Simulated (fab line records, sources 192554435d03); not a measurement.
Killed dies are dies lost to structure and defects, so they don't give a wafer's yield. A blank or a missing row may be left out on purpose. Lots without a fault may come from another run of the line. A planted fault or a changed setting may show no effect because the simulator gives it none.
Chamber matching | flow n5_finfet | N5_BEOL_M9_ETCH_66 on rie_diel-05: 4 sister chambers
The step etches SOC in N2/H2, target depth 80 nm, overetch 16 nm, time 120 s. 4 wafers are shown with their chamber, then 10 later ones without.

WAFERS WITH THEIR CHAMBER
wafer  | chamber | showerhead_plenum_p_Torr (Torr)
L085.1 | 3       | 2.69
L085.2 | 1       | 2.63
L085.4 | 0       | 2.55
L085.5 | 2       | 2.61

WAFERS WITHOUT THEIR CHAMBER
wafer  | showerhead_plenum_p_Torr (Torr)
L085.6 | 2.63
L090.1 | 2.55
L090.2 | 2.63
L090.4 | 2.69
L091.1 | 2.55
L091.2 | 2.60
L091.4 | 2.68
L096.1 | 2.54
L096.5 | 2.68
L096.6 | 2.62

WHICH CHAMBER EACH WENT THROUGH
wafer  | from the rows above     | in truth
L085.6 | 1                       | 1
L090.1 | 0                       | 0
L090.2 | 1                       | 1
L090.4 | 3                       | 3
L091.1 | 0                       | 0
L091.2 | 2                       | 2
L091.4 | 3                       | 3
L096.1 | 0                       | 0
L096.5 | 3                       | 3
L096.6 | can't be placed: 1 or 2 | 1
Placed correctly: 9 of 10. Can't be placed from these rows: 1 (the true chamber is among the candidates in 1). Placed wrongly: 0.
How it was worked out, from the rows above alone: a wafer's distance from a chamber is the root of the sum, over the readings, of the square of ((its reading less the chamber's mean) divided by the reading's scatter). The wafer belongs to the nearest chamber; if the next one is less than 2 further off, it can't be placed. A chamber's mean is the mean of its shown wafers. The scatter: with one shown wafer a chamber, the root of the mean of the squares of how far each hidden wafer lies from its nearest shown one.
